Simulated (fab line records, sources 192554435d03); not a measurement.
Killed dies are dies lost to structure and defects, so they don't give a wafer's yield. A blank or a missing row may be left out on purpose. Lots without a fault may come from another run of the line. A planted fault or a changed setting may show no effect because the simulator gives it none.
fab line records | flow n5_finfet
record lots=7 wafers=21
route steps=1938 shown BEOL_M11@1579 BEOL_M12@1639 BEOL_M14@1751 MIM_TOP@1835
start_h: hours from the record's first day to the start of the lot's first wafer shown | wait_h: hours since the lot's step before | " the same as in the row above | L1.1+2: a row that stands for several wafers | - no value, or no start given | * or withheld: withheld | < > ~ a bound
route shown NAME@n: a module of which the file shows steps, and the number in the route of the first | usual: mean/standard deviation of fault-free wafers | same: alike in all rows | chamber/n: place in a boat | sites: the reading at each site | _std_site: their standard deviation | _edge_site: outer sites' mean less inner sites' | radius_mm: how far each site lies from the wafer's centre | mask NAME#n: copy n | behind: the tool/chamber that last shaped the wafer | hold: why the lot was held/for how many hours/how that ended | device: the transistor (n, p or np) that didn't switch | end of line: the same wafers' tests at the end of the route | a step without rows: its recipe alone | killed: dies lost to structure and defects at the first sort, not the wafer's yield | map: a wafer's dies, x killed, . not, _ none there
set.NAME: the setting as run; set.NAME@STEP: as run at that earlier step | model.NAME: the simulator's own value behind a step, which no gauge read
lots whose settings were changed on purpose; a table a step, a row a wafer
## steps
# step N5_BEOL_M11_ETCH_41
# recipe chemistry=CH3F/O2 target=SiCN target_depth_a=426 taper_deg=2 time_s=86 ion_energy_ev=120 mask_material=TiN pressure_mtorr=30 source_w=395 bias_w=75 Ar_flow_sccm=150 CH3F_flow_sccm=30 O2_flow_sccm=20
# columns lot.wafer tool chamber start_h wait_h set.time_s model.etch.depth_nm
L080.2 rie_diel-02 1 - - 86 31.12
L080.3 " 3 " " 68.36 26.29
L080.5 " 3 " " 86 33.37
L082.1 rie_diel-03 2 - - 73.68 27.73
L082.4 " 3 " " 86 31.36
L082.6 " 3 " " 86 31.32
L083.1 rie_diel-03 1 - - 79.97 29.75
L083.3 " 3 " " 86 31.51
L083.5 " 3 " " 79.97 29.34
L090.4 rie_diel-02 0 - - 86 34.54
L090.5 " 3 " " 86 32.82
L090.6 " 2 " " 86 32.65
L091.2 rie_diel-03 3 - - 86 31.86
L091.3 " 1 " " 92.8 34.42
L091.6 " 1 " " 86 31.73
L092.1 rie_diel-03 2 - - 86 32.15
L092.3 " 1 " " 86 31.55
L092.6 " 0 " " 74.21 26.66
L096.1 rie_diel-01 0 - - 86 32.5
L096.5 " 0 " " 86 32.6
L096.6 " 1 " " 86 31.89
# step N5_BEOL_M11_STRIP_77
# recipe chemistry=N2/H2 time_s=10 power_w=450 temp_c=40 pressure_mtorr=20 rf_frequency_hz=6e+07 bias_power_w=7 n2_flow_sccm=200 h2_flow_sccm=200
# step N5_BEOL_M11_PRECLEAN_42
# recipe chemistry=residue_remover time_s=60 temp_c=40
# step N5_BEOL_M11_SRD_43
# recipe time_s=30 temp_c=23 rinse_liquid=diw dry=ipa_marangoni
# step N5_BEOL_M11_CD_MEAS_35
# recipe target_cd_nm=70 polarity=opening
# usual cd_nm=69.9/0.85
# columns lot.wafer tool chamber start_h wait_h set.dose_mj@BEOL_M11_EXPOSE_08 cd_nm
L080.2 cd_sem-03 - 267.34 0.0 56.84 72.6
L080.3 " - " " 53.75 68.6
L080.5 " - " " 53.75 68.7
L082.1 cd_sem-03 - 281.93 0.0 56.72 72.7
L082.4 " - " " 53.75 70.6
L082.6 " - " " 53.75 70.0
L083.1 cd_sem-03 - 289.39 0.0 53.75 69.3
L083.3 " - " " 53.75 69.3
L083.5 " - " " 50 66.1
L090.4 cd_sem-01 - 314.25 0.0 53.75 71.3
L090.5 " - " " 53.75 71.5
L090.6 " - " " 55.35 72.0
L091.2 cd_sem-02 - 322.33 0.0 53.75 69.4
L091.3 " - " " 56.83 72.6
L091.6 " - " " 56.83 73.5
L092.1 cd_sem-03 - 345.18 0.0 56.5 72.5
L092.3 " - " " 53.75 69.7
L092.6 " - " " 53.75 69.8
L096.1 cd_sem-03 - 359.12 0.0 53.75 68.4
L096.5 " - " " 53.75 69.1
L096.6 " - " " 53.75 70.3
# step N5_BEOL_M12_TRENCH_ETCH_34
# recipe chemistry=C4F8/O2/Ar target=SiOC target_depth_a=3189.5 mask_material=SOC pressure_mtorr=30 source_w=3000 bias_w=700 Ar_flow_sccm=400 C4F8_flow_sccm=15 O2_flow_sccm=8 he_inner_torr=15 he_outer_torr=30 time_s=125.5 ion_energy_ev=250
# columns lot.wafer tool chamber start_h wait_h set.time_s model.etch.depth_nm
L080.2 rie_diel-06 2 273.38 0.0 102.4 258
L080.3+5 " 3,2 " " 125.5 322.2
L082.1 rie_diel-04 0 287.42 0.0 102.7 255.5
L082.4 " 1 " " 125.5 320.1
L082.6 " 2 " " 102.7 267.1
L083.1 rie_diel-04 1 295.66 0.0 150.2 381
L083.3 " 3 " " 125.5 317.1
L083.5 " 1 " " 125.5 314.5
L090.4 rie_diel-04 1 319.94 0.0 125.5 319.1
L090.5 " 1 " " 115.9 298.7
L090.6 " 2 " " 115.9 300.5
L091.2 rie_diel-05 1 329.25 0.0 125.5 320.4
L091.3 " 0 " " 138.1 352.6
L091.6 " 0 " " 138.1 350.9
L092.1 rie_diel-06 3 350.19 0.0 136.2 341.7
L092.3 " 2 " " 125.5 319.7
L092.6 " 1 " " 136.2 339.2
L096.1 rie_diel-05 3 363.62 0.0 125.5 319.8
L096.5 " 1 " " 125.5 320.2
L096.6 " 0 " " 125.5 318.7
# step N5_BEOL_M12_STRIP_70
# recipe chemistry=C4F8/O2/Ar resist=SiARC rf_frequency_hz=6e+07
# step N5_BEOL_M12_OCD_MEAS_35
# usual trench_depth_nm=321/4.8
# columns lot.wafer tool chamber start_h wait_h set.time_s@BEOL_M12_TRENCH_ETCH_34 trench_depth_nm
L080.2 ocd-01 - 273.53 0.0 102.4 258
L080.3 " - " " 125.5 322
L080.5 " - " " 125.5 321
L082.1 ocd-02 - 287.57 0.0 102.7 256
L082.4 " - " " 125.5 319
L082.6 " - " " 102.7 267
L083.1 ocd-02 - 295.82 0.0 150.2 381
L083.3 " - " " 125.5 317
L083.5 " - " " 125.5 315
L090.4 ocd-01 - 320.09 0.0 125.5 319
L090.5 " - " " 115.9 299
L090.6 " - " " 115.9 300
L091.2 ocd-02 - 329.41 0.0 125.5 321
L091.3 " - " " 138.1 352
L091.6 " - " " 138.1 351
L092.1 ocd-02 - 350.35 0.0 136.2 342
L092.3 " - " " 125.5 320
L092.6 " - " " 136.2 339
L096.1 ocd-01 - 363.78 0.0 125.5 320
L096.5 " - " " 125.5 320
L096.6 " - " " 125.5 319
# step N5_BEOL_M12_SPUTTER_44
# recipe material=Ta target_thk_a=100 temp_c=50 bias_v=80 power_w=15000 chamber_pressure_pa=0.07 time_s=16.13
# columns lot.wafer tool chamber start_h wait_h set.power_w model.Ta_of_BEOL_M12_SPUTTER_44.thk_nm
L080.2 pvd_sputter-01 - 274.51 0.0 15000 9.8
L080.3 " - " " 15000 10
L080.5 " - " " 14010 9.2
L082.1 pvd_sputter-01 - 289.10 0.0 15000 10.2
L082.4 " - " " 15000 10
L082.6 " - " " 15000 10.4
L083.1+5 pvd_sputter-03 - 298.42 0.0 15000 9.8
L083.3 " - " " 12620 8.4
L090.4 pvd_sputter-02 - 320.75 0.0 15000 10
L090.5 " - " " 16860 11.4
L090.6 " - " " 15000 9.8
L091.2 pvd_sputter-02 - 331.54 0.0 16350 10.8
L091.3+6 " - " " 16350 11.2
L092.1+6 pvd_sputter-01 - 351.65 0.0 15000 9.8
L092.3 " - " " 15000 10
L096.1 pvd_sputter-02 - 365.78 0.0 15000 9.8
L096.5 " - " " 15000 10
L096.6 " - " " 15000 10.2
# step N5_BEOL_M12_SPUTTER_45
# recipe material=Cu target_thk_a=800 temp_c=-20 bias_v=60 power_w=26000 chamber_pressure_pa=0.13 time_s=13.33
# step N5_BEOL_M12_ECD_47
# recipe material=Cu target_thk_a=7200
# step N5_BEOL_M12_ANNEAL_48
# recipe temp_c=225 time_s=90 ambient=N2
# step N5_BEOL_M12_CMP_49
# recipe stop_on=SiOC t_overpolish_s=20.6 down_force_psi=1 platen_rpm=50 clearing_platen_down_force_psi=1.5 clearing_platen_rpm=50 post_cmp_clean=cu_alkaline target_thk_nm=320 clearing_platen_pad_velocity_m_s=0.99484 pad_velocity_m_s=0.99484
# columns lot.wafer tool chamber start_h wait_h set.time_s@BEOL_M12_TRENCH_ETCH_34 model.Cu_of_BEOL_M12_ECD_47.thk_nm
L080.3 cmp-02 0 275.23 0.2 125.5 323
L080.2 " 1 " " 102.4 262.2
L080.5 " 1 " " 125.5 328
L082.1 cmp-03 3 290.38 0.3 102.7 255.6
L082.4 " 1 " " 125.5 320.4
L082.6 " 2 " " 102.7 266
L083.3+5 cmp-02 0,1 299.17 0.2 125.5 319.6
L083.1 " 1 " " 150.2 385.8
L090.4 cmp-03 0 321.65 0.2 125.5 319
L090.5 " 3 " " 115.9 298.2
L090.6 " 0 " " 115.9 300.4
L091.3 cmp-03 2 332.46 0.3 138.1 353.2
L091.2 " 3 " " 125.5 320.6
L091.6 " 3 " " 138.1 351.4
L092.3 cmp-02 0 352.34 0.2 125.5 321
L092.1 " 1 " " 136.2 346.6
L092.6 " 3 " " 136.2 338
L096.1+5 cmp-04 1,0 366.46 0.3 125.5 320.2
L096.6 " 1 " " 125.5 318.8
# step N5_BEOL_M12_THK_MEAS_50
# recipe thk_meas_gauge=xrf reads=Cu_of_BEOL_M12_ECD_47
# usual M12_THK=323/5.4
# columns lot.wafer tool chamber start_h wait_h set.time_s@BEOL_M12_TRENCH_ETCH_34 M12_THK[nm]
L080.2 film_metro-02 - 275.53 - 102.4 262
L080.3 " - " " 125.5 320
L080.5 " - " " 125.5 326
L082.1 film_metro-02 - 290.64 - 102.7 254
L082.4 " - " " 125.5 317
L082.6 " - " " 102.7 263
L083.1 film_metro-02 - 299.46 - 150.2 387
L083.3 " - " " 125.5 319
L083.5 " - " " 125.5 319
L090.4 film_metro-02 - 321.91 - 125.5 319
L090.5 " - " " 115.9 300
L090.6 " - " " 115.9 302
L091.2 film_metro-01 - 332.76 - 125.5 323
L091.3 " - " " 138.1 353
L091.6 " - " " 138.1 354
L092.1 film_metro-02 - 352.60 - 136.2 347
L092.3 " - " " 125.5 320
L092.6 " - " " 136.2 337
L096.1 film_metro-01 - 366.72 - 125.5 322
L096.5 " - " " 125.5 321
L096.6 " - " " 125.5 320
# step N5_BEOL_M12_PRE_CLEAN_52
# recipe gas=NH3 time_s=15 temp_c=withheld rf_power_w=300
# step N5_BEOL_M12_DEP_53
# recipe material=SiCN target_thk_a=300 temp_c=withheld precursor=3MS/NH3 pressure_torr=3 rf_w=675 time_s=10.5
# step N5_BEOL_M12_RS_MEAS_54
# recipe thk_meas_gauge=four-point-probe reads=Cu_of_BEOL_M12_ECD_47+Ta_of_BEOL_M12_SPUTTER_44+TaN_of_BEOL_M12_SPUTTER_43
# usual M12_RS=0.0595/0.00097
# columns lot.wafer tool chamber start_h wait_h set.time_s@BEOL_M12_TRENCH_ETCH_34 M12_RS[ohm/sq]
L080.2 film_metro-02 - 275.65 0.0 102.4 0.0737
L080.3 " - " " 125.5 0.0593
L080.5 " - " " 125.5 0.0584
L082.1 film_metro-02 - 290.76 0.0 102.7 0.0759
L082.4 " - " " 125.5 0.0596
L082.6 " - " " 102.7 0.0726
L083.1 film_metro-02 - 299.59 0.0 150.2 0.0493
L083.3 " - " " 125.5 0.0599
L083.5 " - " " 125.5 0.0599
L090.4 film_metro-02 - 322.03 0.0 125.5 0.0601
L090.5 " - " " 115.9 0.0646
L090.6 " - " " 115.9 0.0640
L091.2 film_metro-01 - 332.89 0.0 125.5 0.0597
L091.3 " - " " 138.1 0.0541
L091.6 " - " " 138.1 0.0542
L092.1 film_metro-02 - 352.72 0.0 136.2 0.0552
L092.3 " - " " 125.5 0.0599
L092.6 " - " " 136.2 0.0566
L096.1 film_metro-02 - 366.84 0.0 125.5 0.0598
L096.5 " - " " 125.5 0.0598
L096.6 " - " " 125.5 0.0601
# step N5_BEOL_M14_ETCH_68
# recipe chemistry=N2/H2 target=SOC mask_material=SiARC source_w=3000 bias_w=350 temp_c=40 time_s=450 ion_energy_ev=200 pressure_mtorr=30 n2_flow_sccm=200 h2_flow_sccm=200
# columns lot.wafer tool chamber start_h wait_h set.time_s model.SiARC_of_BEOL_M14_COAT_66.thk_nm
L080.2 rie_diel-05 0 285.22 0.1 450 64.2
L080.3 " 1 " " 507.3 59.2
L080.5 " 2 " " 507.3 57.4
L082.1+6 rie_diel-06 2,0 299.26 0.1 450 63.8
L082.4 " 3 " " 450 63.4
L083.1 rie_diel-04 1 308.30 0.1 535.8 55
L083.3 " 2 " " 450 64.2
L083.5 " 2 " " 535.8 54.8
L090.4+6 rie_diel-06 0,2 332.27 0.1 381 72.2
L090.5 " 1 " " 450 65.6
L091.2 rie_diel-05 2 341.01 0.1 450 64.4
L091.3 " 1 " " 450 65.2
L091.6 " 2 " " 450 64.2
L092.1 rie_diel-05 0 362.02 0.1 514.8 58.6
L092.3 " 2 " " 514.8 57.4
L092.6 " 3 " " 450 64.8
L096.1 rie_diel-04 3 374.91 0.1 450 66.2
L096.5 " 3 " " 450 66
L096.6 " 2 " " 450 65
# step N5_MIM_TOP_ALD_01
# recipe material=HfO2 target_thk_a=56 temp_c=withheld ald_precursor_family=Hf-amide ald_co_reactant=O3 pulse_time_s=1 purge_time_s=3 co_reactant_purge_time_s=2 co_reactant_pulse_time_s=3 ald_cycles=62
# columns lot.wafer tool chamber start_h wait_h set.ald_cycles model.HfO2_of_MIM_TOP_ALD_01.thk_nm
L080.2+3 ald_hk-02 2,1 - - 59 5.4
L080.5 " 2 " " 62 5.6
L082.1+4 ald_hk-03 2,0 - - 70 6.2
L082.6 " 2 " " 62 5.6
L083.1 ald_hk-02 1 - - 68 6.2
L083.3+5 " 3 " " 62 5.6
L090.4+5 ald_hk-03 3,1 - - 59 5.4
L090.6 " 0 " " 62 5.6
L091.2+6 ald_hk-03 3,0 - - 62 5.6
L091.3 " 0 " " 56 5
L092.1+3 ald_hk-03 1,0 - - 62 5.6
L092.6 " 0 " " 69 6.2
L096.1+5+6 ald_hk-02 0,0,3 - - 62 5.6
## key
split step=N5_BEOL_M11_ETCH_41 setting=time_s stated=86 by=wafer
response step=N5_BEOL_M11_ETCH_41 reading=model.etch.depth_nm change=+0.302 per=1% r=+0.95
split step=N5_BEOL_M12_TRENCH_ETCH_34 setting=time_s stated=125.5 by=wafer
response step=N5_BEOL_M12_TRENCH_ETCH_34 reading=model.etch.depth_nm change=+3.24 per=1% r=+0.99
response step=N5_BEOL_M12_OCD_MEAS_35 reading=trench_depth_nm change=+3.22 per=1% r=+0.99
response step=N5_BEOL_M12_CMP_49 reading=model.Cu_of_BEOL_M12_ECD_47.thk_nm change=+3.26 per=1% r=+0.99
response step=N5_BEOL_M12_THK_MEAS_50 reading=M12_THK change=+3.23 per=1% r=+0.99
response step=N5_BEOL_M12_RS_MEAS_54 reading=M12_RS change=-0.000675 per=1% r=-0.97
split step=N5_BEOL_M12_SPUTTER_44 setting=power_w stated=15000 by=wafer
response step=N5_BEOL_M12_SPUTTER_44 reading=model.Ta_of_BEOL_M12_SPUTTER_44.thk_nm change=+0.101 per=1% r=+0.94
split step=N5_BEOL_M14_ETCH_68 setting=time_s stated=450 by=wafer
response step=N5_BEOL_M14_ETCH_68 reading=model.SiARC_of_BEOL_M14_COAT_66.thk_nm change=-0.466 per=1% r=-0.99
split step=N5_MIM_TOP_ALD_01 setting=ald_cycles stated=62 by=wafer
response step=N5_MIM_TOP_ALD_01 reading=model.HfO2_of_MIM_TOP_ALD_01.thk_nm change=+0.0531 per=1% r=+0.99
split outside_this_file step=N5_BEOL_M11_EXPOSE_08 setting=dose_mj
# split outside_this_file: this setting was split too, and the file shows its column; the key of that split is in another file
